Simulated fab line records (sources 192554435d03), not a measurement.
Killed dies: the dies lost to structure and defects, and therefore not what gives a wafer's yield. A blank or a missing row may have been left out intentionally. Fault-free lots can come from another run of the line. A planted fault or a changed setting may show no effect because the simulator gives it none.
Chamber matching || flow n5 finfet || 3 sister chambers for N5_BEOL_M1_ILD_DEP_00 on pecvd-04
The step deposits SiOC from DEMS/O2, target thk 79 nm, time 15.3 s. 16 wafers are shown with their chamber, then 8 later ones without.

== WAFERS WITH THEIR CHAMBER ==
{"wafer": "L074.1", "chamber": 1, "showerhead vpp V (V)": 1370, "throttle valve pct (%)": 12.2, "heater power w (W)": 479}
{"wafer": "L074.4", "chamber": 0, "showerhead vpp V (V)": 1486, "throttle valve pct (%)": 12.2, "heater power w (W)": 611}
{"wafer": "L074.6", "chamber": 1, "showerhead vpp V (V)": 1374, "throttle valve pct (%)": 12.2, "heater power w (W)": 476}
{"wafer": "L076.1", "chamber": 1, "showerhead vpp V (V)": 1388, "throttle valve pct (%)": 12.3, "heater power w (W)": 487}
{"wafer": "L076.3", "chamber": 2, "showerhead vpp V (V)": 1330, "throttle valve pct (%)": 10.5, "heater power w (W)": 608}
{"wafer": "L076.6", "chamber": 1, "showerhead vpp V (V)": 1415, "throttle valve pct (%)": 12.4, "heater power w (W)": 491}
{"wafer": "L077.2", "chamber": 2, "showerhead vpp V (V)": 1325, "throttle valve pct (%)": 10.9, "heater power w (W)": 528}
{"wafer": "L077.4", "chamber": 0, "showerhead vpp V (V)": 1487, "throttle valve pct (%)": 12.3, "heater power w (W)": 542}
{"wafer": "L077.6", "chamber": 2, "showerhead vpp V (V)": 1313, "throttle valve pct (%)": 10.6, "heater power w (W)": 525}
{"wafer": "L083.1", "chamber": 0, "showerhead vpp V (V)": 1470, "throttle valve pct (%)": 12.3, "heater power w (W)": 625}
{"wafer": "L083.5", "chamber": 2, "showerhead vpp V (V)": 1339, "throttle valve pct (%)": 10.8, "heater power w (W)": 536}
{"wafer": "L083.6", "chamber": 1, "showerhead vpp V (V)": 1390, "throttle valve pct (%)": 12.0, "heater power w (W)": 512}
{"wafer": "L084.3", "chamber": 2, "showerhead vpp V (V)": 1332, "throttle valve pct (%)": 10.7, "heater power w (W)": 623}
{"wafer": "L084.4", "chamber": 0, "showerhead vpp V (V)": 1471, "throttle valve pct (%)": 12.4, "heater power w (W)": 619}
{"wafer": "L084.6", "chamber": 2, "showerhead vpp V (V)": 1327, "throttle valve pct (%)": 10.9, "heater power w (W)": 484}
{"wafer": "L089.1", "chamber": 0, "showerhead vpp V (V)": 1478, "throttle valve pct (%)": 12.1, "heater power w (W)": 636}

SIGNATURES (means of the wafers above)
{"reading": "showerhead vpp V", "chamber 0": 1478.40, "chamber 1": 1387.40, "chamber 2": 1327.67, "scatter within a chamber": 12}
{"reading": "throttle valve pct", "chamber 0": 12.260, "chamber 1": 12.220, "chamber 2": 10.733, "scatter within a chamber": 0.145}
{"reading": "heater power w", "chamber 0": 606.60, "chamber 1": 489.00, "chamber 2": 550.67, "scatter within a chamber": 39.9}
Rule: a wafer's distance from a chamber is the root of the sum, over the readings, of the square of ((its reading less the chamber's mean) divided by the reading's scatter). If the next closest chamber is less than 2 further off than the closest, the wafer can't be placed; otherwise it belongs to the closest. The scatter is the square root of a quotient: the sum, over the shown wafers, of each reading's squared deviation from its chamber's mean, divided by wafers minus chambers.

== WAFERS WHOSE CHAMBER IS MISSING ==
{"wafer": "L089.4", "showerhead vpp V (V)": 1384, "throttle valve pct (%)": 12.3, "heater power w (W)": 430}
{"wafer": "L089.6", "showerhead vpp V (V)": 1331, "throttle valve pct (%)": 10.9, "heater power w (W)": 572}
{"wafer": "L095.2", "showerhead vpp V (V)": 1481, "throttle valve pct (%)": 12.3, "heater power w (W)": 588}
{"wafer": "L095.5", "showerhead vpp V (V)": 1410, "throttle valve pct (%)": 12.2, "heater power w (W)": 520}
{"wafer": "L095.6", "showerhead vpp V (V)": 1486, "throttle valve pct (%)": 12.3, "heater power w (W)": 605}
{"wafer": "L097.2", "showerhead vpp V (V)": 1325, "throttle valve pct (%)": 10.9, "heater power w (W)": 579}
{"wafer": "L097.3", "showerhead vpp V (V)": 1490, "throttle valve pct (%)": 12.3, "heater power w (W)": 616}
{"wafer": "L097.6", "showerhead vpp V (V)": 1477, "throttle valve pct (%)": 12.3, "heater power w (W)": 610}

== WHICH CHAMBER EACH WENT THROUGH ==
{"wafer": "L089.4", "from the rows above": 1, "in truth": 1}
{"wafer": "L089.6", "from the rows above": 2, "in truth": 2}
{"wafer": "L095.2", "from the rows above": 0, "in truth": 0}
{"wafer": "L095.5", "from the rows above": 1, "in truth": 1}
{"wafer": "L095.6", "from the rows above": 0, "in truth": 0}
{"wafer": "L097.2", "from the rows above": 2, "in truth": 2}
{"wafer": "L097.3", "from the rows above": 0, "in truth": 0}
{"wafer": "L097.6", "from the rows above": 0, "in truth": 0}
8 of 8 placed correctly. Number that these rows cannot place: 0. Wrongly placed: 0.
